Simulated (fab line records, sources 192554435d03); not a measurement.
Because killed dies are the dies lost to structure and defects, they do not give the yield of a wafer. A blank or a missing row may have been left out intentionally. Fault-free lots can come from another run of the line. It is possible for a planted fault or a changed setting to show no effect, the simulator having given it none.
Matching of chambers    flow n5-finfet    rie-diel-03 running N5_GATE_CUT_STRIP_42: 3 sister chambers
The step strips in O2. 18 wafers are shown with their chamber, then 8 later ones without.

== WAFERS, EACH WITH ITS CHAMBER ==
wafer   chamber  showerhead-plenum-p-Torr (Torr)  drypump-motor-current-A (A)  throttle-valve-pct (%)
L075.3  3        2.01                             5.70                         16.80
L075.4  2        2.00                             6.05                         16.61
L075.6  1        2.09                             5.99                         16.53
L077.3  1        2.09                             5.94                         16.55
L077.4  3        2.01                             5.70                         16.81
L077.5  3        2.00                             5.70                         16.79
L080.1  2        2.00                             6.04                         16.60
L080.2  3        2.00                             5.71                         16.82
L080.6  3        2.00                             5.70                         16.81
L082.2  1        2.09                             5.95                         16.55
L082.4  2        2.00                             6.06                         16.61
L082.5  1        2.09                             5.98                         16.55
L083.2  1        2.09                             5.97                         16.54
L083.3  3        2.00                             5.69                         16.83
L083.4  3        2.00                             5.68                         16.84
L086.1  3        2.00                             5.70                         16.83
L086.3  2        1.99                             6.07                         16.63
L086.5  2        1.99                             6.04                         16.63

SIGNATURES (means of the wafers above)
reading                   chamber 1  chamber 2  chamber 3  scatter within a chamber
showerhead-plenum-p-Torr  2.0900     1.9960     2.0025     0.00424
drypump-motor-current-A   5.9660     6.0520     5.6975     0.014
throttle-valve-pct        16.5440    16.6160    16.8163    0.0142
Rule: a wafer lies at a distance from a chamber equal to the root of the sum of squares, over the readings, of (its reading less the chamber's mean, divided by the reading's scatter). The wafer belongs to the nearest chamber; if the next one is less than 2 further off, it can't be placed. The scatter is the square root of a quotient: the sum, over the shown wafers, of each reading's squared deviation from its chamber's mean, divided by wafers minus chambers.

== WAFERS WITHOUT THEIR CHAMBER ==
wafer   showerhead-plenum-p-Torr (Torr)  drypump-motor-current-A (A)  throttle-valve-pct (%)
L089.2  1.99                             6.05                         16.65
L089.6  2.00                             5.70                         16.85
L091.4  2.00                             5.69                         16.86
L091.5  1.99                             6.04                         16.66
L091.6  2.08                             6.00                         16.58
L092.1  2.00                             5.69                         16.86
L092.3  2.08                             5.95                         16.57
L092.4  1.99                             6.04                         16.67

== THE CHAMBER EACH PASSED THROUGH ==
wafer   from the rows above  in truth
L089.2  2                    2
L089.6  3                    3
L091.4  3                    3
L091.5  2                    2
L091.6  1                    1
L092.1  3                    3
L092.3  1                    1
L092.4  2                    2
Correct placement for 8 of the 8. Number that these rows cannot place: 0. Wrongly placed: 0.
